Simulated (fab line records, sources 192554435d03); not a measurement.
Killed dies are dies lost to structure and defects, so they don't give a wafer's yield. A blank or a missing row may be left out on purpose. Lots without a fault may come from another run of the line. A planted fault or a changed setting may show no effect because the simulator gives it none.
A struck lot beside a sound one | flow n5_finfet | 15 steps out of a route of 1938
Sound: wafers L262.1, L262.2, L262.4. Struck: wafers L268.1, L268.4, L268.5. The cause comes at the end.
At each step with rows: each side's tool, then ch and its chambers, then its first start. Under that, the readings that differ: sound wafers | struck wafers | difference of the means | sigmas: that difference in standard deviations of wafers without a fault.
alike: readings whose means differ by less than 2 such deviations, and words and numbers that are the same on both sides. not compared: withheld readings, readings that some wafer has no value for, bounds like >300 that may hide the same value, and numbers for which the record gives no deviation and whose values overlap.
The two part at a step that has a row with sigmas, a row that says differs or no value, or rows on one side only. Numbers that don't overlap but have no deviation are shown without sigmas and don't part them. A reading that every wafer of one side lacks parts them only if that side has two wafers or more.

first, 11 steps without rows for these wafers: N5_HKMG_FIN_DESCUM_17 (chemistry O2, time 7.9 s); N5_HKMG_FIN_ETCH_31 (etches SiARC in CF4, target depth 45.5 nm, time 75.8 s); N5_HKMG_FIN_ETCH_32 (etches SOC in N2/H2, target depth 240 nm, time 300 s); N5_HKMG_FIN_STRIP_33 (strips in N2/H2); N5_HKMG_FIN_STRIP_34 (strips in CF4); N5_HKMG_FIN_ETCH_35 (etches SOC in N2/H2, target depth 215.8 nm, time 243.4 s); N5_HKMG_FIN_STRIP_92 (strips SOC in N2/H2, time 20 s); N5_HKMG_FIN_WET_ETCH_18 (etches TiN in SC1, time 55 s, target depth 5.2 nm, rinse time 30 s); N5_HKMG_FIN_STRIP_19 (strips in N2/H2, time 360 s); N5_HKMG_FIN_ALD_91 (deposits TiN, target thk 1 nm, pulse time 1 s, purge time 3 s); N5_HKMG_FIN_COAT_85 (time 60 s, resist thk 300 nm).
N5_HKMG_FIN_ETCH_86: etches SOC in N2/H2, stops on TiN, target depth 393.2 nm.
  sound on rie_diel-06 ch 0,3, day 5 10:34; struck on rie_diel-06 ch 0,2, day 7 00:17
  reading                                   | sound             | struck               | difference | sigmas
  rf_fwd_power_W (W)                        | 840.7 844.2 840.2 | 1048.2 1049.6 1046.6 | +206.4     | +74
  rf_vpp_V (V)                              | 242.3 241.4 240.6 | 223.8 221.9 224.0    | -18.2      | -14
  model.SOC_of_HKMG_FIN_COAT_85.thk_nm (nm) | 20.2 20.8 20.8    | 8.4 8.4 8.4          | -12.2      |
  model.TiN_of_HKMG_FIN_ALD_91.thk_nm (nm)  | 1 1 1             | 0 0 0                | -1         |
  alike: drypump_motor_current_A, oes_product_au, showerhead_plenum_p_Torr, throttle_valve_pct
  not compared: rf_hours_counter_h
then, 1 step without rows for these wafers: N5_HKMG_FIN_STRIP_89 (strips SOC in N2/H2, time 20 s).
N5_BEOL_M4_RC_MEAS_101:
  the record has rows for the sound wafers here (prober-01 ch 0, day 8 20:08) and none for the struck ones
-- the record jumps here: 7 days lie between the struck wafers' starts before and after (it left off in module BEOL_M4 and takes up again in module PASSIVATION, whose first step shown is number 1936 of the route) --
N5_PASSIVATION_PROBE_49:
  the record has rows for the struck wafers here (prober-02, day 14 05:37) and none for the sound ones

WHERE THEY PART
First at N5_HKMG_FIN_ETCH_86; last, within this record, at N5_PASSIVATION_PROBE_49.

WHY: what the simulator had put in
Process parameter drift: rie_diel-06, from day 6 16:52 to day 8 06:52, at N5_HKMG_FIN_ETCH_86. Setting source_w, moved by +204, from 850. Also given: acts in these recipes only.
